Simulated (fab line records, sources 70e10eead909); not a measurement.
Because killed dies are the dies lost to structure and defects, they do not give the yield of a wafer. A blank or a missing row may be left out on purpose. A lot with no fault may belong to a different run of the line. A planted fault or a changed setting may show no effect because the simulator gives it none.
Chamber matching :: flow nandHarc :: NHARC_A_CHANNEL_FILL_D1_ALD_25 on aldHk-04: 4 sister chambers
The step deposits SiOx, target thk 60 nm, pulse time 10 s, ald cycles 600. 14 wafers are shown with their chamber, then 7 later ones without.

WAFERS, EACH WITH ITS CHAMBER
wafer: L077.2
chamber: 3
heaterPowerOuterW (W): 252
heaterPowerW (W): 480
precursorPulseHeightRel: 1.021

wafer: L077.3
chamber: 0
heaterPowerOuterW (W): 258
heaterPowerW (W): 432
precursorPulseHeightRel: 0.978

wafer: L077.4
chamber: 1
heaterPowerOuterW (W): 291
heaterPowerW (W): 531
precursorPulseHeightRel: 1.017

wafer: L076.1
chamber: 3
heaterPowerOuterW (W): 251
heaterPowerW (W): 465
precursorPulseHeightRel: 1.000

wafer: L076.2
chamber: 1
heaterPowerOuterW (W): 290
heaterPowerW (W): 526
precursorPulseHeightRel: 0.967

wafer: L076.5
chamber: 2
heaterPowerOuterW (W): 310
heaterPowerW (W): 537
precursorPulseHeightRel: 0.993

wafer: L079.1
chamber: 0
heaterPowerOuterW (W): 247
heaterPowerW (W): 429
precursorPulseHeightRel: 0.962

wafer: L079.5
chamber: 3
heaterPowerOuterW (W): 250
heaterPowerW (W): 466
precursorPulseHeightRel: 1.012

wafer: L079.6
chamber: 2
heaterPowerOuterW (W): 306
heaterPowerW (W): 521
precursorPulseHeightRel: 0.985

wafer: L085.2
chamber: 1
heaterPowerOuterW (W): 293
heaterPowerW (W): 526
precursorPulseHeightRel: 0.981

wafer: L085.4
chamber: 0
heaterPowerOuterW (W): 250
heaterPowerW (W): 421
precursorPulseHeightRel: 0.983

wafer: L085.1
chamber: 3
heaterPowerOuterW (W): 245
heaterPowerW (W): 471
precursorPulseHeightRel: 1.046

wafer: L087.3
chamber: 3
heaterPowerOuterW (W): 252
heaterPowerW (W): 473
precursorPulseHeightRel: 1.026

wafer: L087.5
chamber: 2
heaterPowerOuterW (W): 314
heaterPowerW (W): 519
precursorPulseHeightRel: 1.009

SIGNATURES (averages over the wafers above)
reading: heaterPowerOuterW
chamber 0: 251.67
chamber 1: 291.33
chamber 2: 310.00
chamber 3: 250.00
scatter within a chamber: 3.68

reading: heaterPowerW
chamber 0: 427.33
chamber 1: 527.67
chamber 2: 525.67
chamber 3: 471.00
scatter within a chamber: 6.5

reading: precursorPulseHeightRel
chamber 0: 0.97433
chamber 1: 0.98833
chamber 2: 0.99567
chamber 3: 1.02100
scatter within a chamber: 0.0174
Rule: distance of a wafer from a chamber = root of the sum over the readings of ((wafer's reading minus chamber's mean) / reading's scatter) squared. If the next closest chamber is less than 2 further off than the closest, the wafer can't be placed; otherwise it belongs to the closest. How the scatter is found: for the shown wafers, subtract from each reading the mean of its chamber, square and add these, divide the total by (wafers less chambers), then take the root.

WAFERS MISSING THEIR CHAMBER
wafer: L087.6
heaterPowerOuterW (W): 251
heaterPowerW (W): 480
precursorPulseHeightRel: 0.995

wafer: L092.4
heaterPowerOuterW (W): 248
heaterPowerW (W): 467
precursorPulseHeightRel: 0.991

wafer: L092.5
heaterPowerOuterW (W): 310
heaterPowerW (W): 528
precursorPulseHeightRel: 1.012

wafer: L092.6
heaterPowerOuterW (W): 296
heaterPowerW (W): 542
precursorPulseHeightRel: 0.979

wafer: L095.2
heaterPowerOuterW (W): 320
heaterPowerW (W): 540
precursorPulseHeightRel: 1.012

wafer: L095.4
heaterPowerOuterW (W): 253
heaterPowerW (W): 466
precursorPulseHeightRel: 1.003

wafer: L095.6
heaterPowerOuterW (W): 292
heaterPowerW (W): 530
precursorPulseHeightRel: 0.998

WHICH CHAMBER EACH WENT THROUGH
wafer: L087.6
from the rows above: 3
in truth: 3

wafer: L092.4
from the rows above: 3
in truth: 3

wafer: L092.5
from the rows above: 2
in truth: 2

wafer: L092.6
from the rows above: 1
in truth: 1

wafer: L095.2
from the rows above: 2
in truth: 2

wafer: L095.4
from the rows above: 3
in truth: 3

wafer: L095.6
from the rows above: 1
in truth: 1
Correctly placed: 7 of 7. Left unplaced by these rows: 0. 0 placed wrongly.
